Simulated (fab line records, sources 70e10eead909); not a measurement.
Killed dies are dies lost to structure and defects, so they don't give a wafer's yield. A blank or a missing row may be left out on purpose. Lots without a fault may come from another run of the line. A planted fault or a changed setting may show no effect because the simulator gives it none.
A struck lot beside a sound one | flow nand_harc | 15 steps out of a route of 1302
Sound: wafers L434.1, L434.4, L434.5. Struck: wafer L437.5. (L437.2 of the same lot was not struck and is left out.) The cause comes at the end.
At each step with rows: each side's tool, then ch and its chambers, then its first start. Under that, the readings that differ: sound wafers | struck wafers | difference of the means | sigmas: that difference in standard deviations of wafers without a fault.
alike: readings whose means differ by less than 2 such deviations, and words and numbers that are the same on both sides. not compared: withheld readings, readings that some wafer has no value for, bounds like >300 that may hide the same value, and numbers for which the record gives no deviation and whose values overlap.
The two part at a step that has a row with sigmas, a row that says differs or no value, or rows on one side only. Numbers that don't overlap but have no deviation are shown without sigmas and don't part them. A reading that every wafer of one side lacks parts them only if that side has two wafers or more.

first, 8 steps without rows for these wafers: NHARC_A_SGD_CUT_COAT_56 (time 75 s); NHARC_A_SGD_CUT_COAT_57 (time 65 s); NHARC_A_SGD_CUT_COAT_03 (resist thk 90 nm); NHARC_A_SGD_CUT_SOFTBAKE_04 (time 55 s); NHARC_A_SGD_CUT_EBR_05; NHARC_A_SGD_CUT_EXPOSE_06 (exposes mask SGD); NHARC_A_SGD_CUT_PEB_07 (peb time 65 s); NHARC_A_SGD_CUT_DEVELOP_08 (develop time 35 s).
NHARC_A_SGD_CUT_CD_MEAS_09: target cd 100 nm.
  sound on cd_sem-01 ch 0, day 23 05:34; struck on cd_sem-03 ch 0, day 24 22:45
  alike: cd_nm
NHARC_A_SGD_CUT_OVL_MEAS_10:
  sound on overlay-01, day 23 05:40; struck on overlay-01, day 24 22:50
  reading           | sound        | struck | difference | sigmas
  overlay_y_nm (nm) | 0.0 0.1 -0.5 | -1.8   | -1.7       | -2
  alike: overlay_x_nm
NHARC_A_SGD_CUT_INSPECT_11:
  sound on defect_inspect-02, day 23 05:42; struck on defect_inspect-02, day 24 22:52
  alike: raw_defect_count
NHARC_A_SGD_CUT_DESCUM_14: chemistry O2, time 3 s.
  sound on rie_diel-12 ch 0,2, day 23 05:46; struck on rie_diel-03 ch 0, day 24 22:57
  reading                     | sound       | struck | difference | sigmas
  drypump_motor_current_A (A) | 6.3 5.2 5.3 | 6.7    | +1.1       | +2
  alike: oes_product_au, rf_vpp_V, showerhead_plenum_p_Torr, throttle_valve_pct
  not compared: rf_hours_counter_h
NHARC_A_SGD_CUT_ETCH_58: etches the open film in CF4, target depth 39 nm, time 65 s.
  sound on rie_diel-12 ch 0,1,3, day 23 05:51; struck on rie_diel-03 ch 0, day 24 23:01
  reading               | sound             | struck | difference | sigmas
  oes_product_au (a.u.) | 1.012 0.977 0.991 | 0.821  | -0.172     | -18
  alike: drypump_motor_current_A, rf_vpp_V, showerhead_plenum_p_Torr, throttle_valve_pct
  not compared: rf_hours_counter_h
NHARC_A_SGD_CUT_ETCH_59: etches the open film in N2/H2, target depth 260 nm, time 406.25 s.
  sound on rie_diel-12 ch 1,2,3; struck on rie_diel-03 ch 2
  alike: drypump_motor_current_A, n2_flow_sccm, oes_product_au, rf_vpp_V, showerhead_plenum_p_Torr, throttle_valve_pct
  not compared: rf_hours_counter_h
-- the record jumps here: 6 days lie between the struck wafers' starts before and after (it left off in module A_SGD_CUT and takes up again in module END, whose first step shown is number 1302 of the route) --
NHARC_END_SORT_01:
  the record has rows for the struck wafers here (prober-01 ch 0, day 30 19:47) and none for the sound ones

WHERE THEY PART
First at NHARC_A_SGD_CUT_OVL_MEAS_10; last, within this record, at NHARC_END_SORT_01.

WHY: what the simulator had put in
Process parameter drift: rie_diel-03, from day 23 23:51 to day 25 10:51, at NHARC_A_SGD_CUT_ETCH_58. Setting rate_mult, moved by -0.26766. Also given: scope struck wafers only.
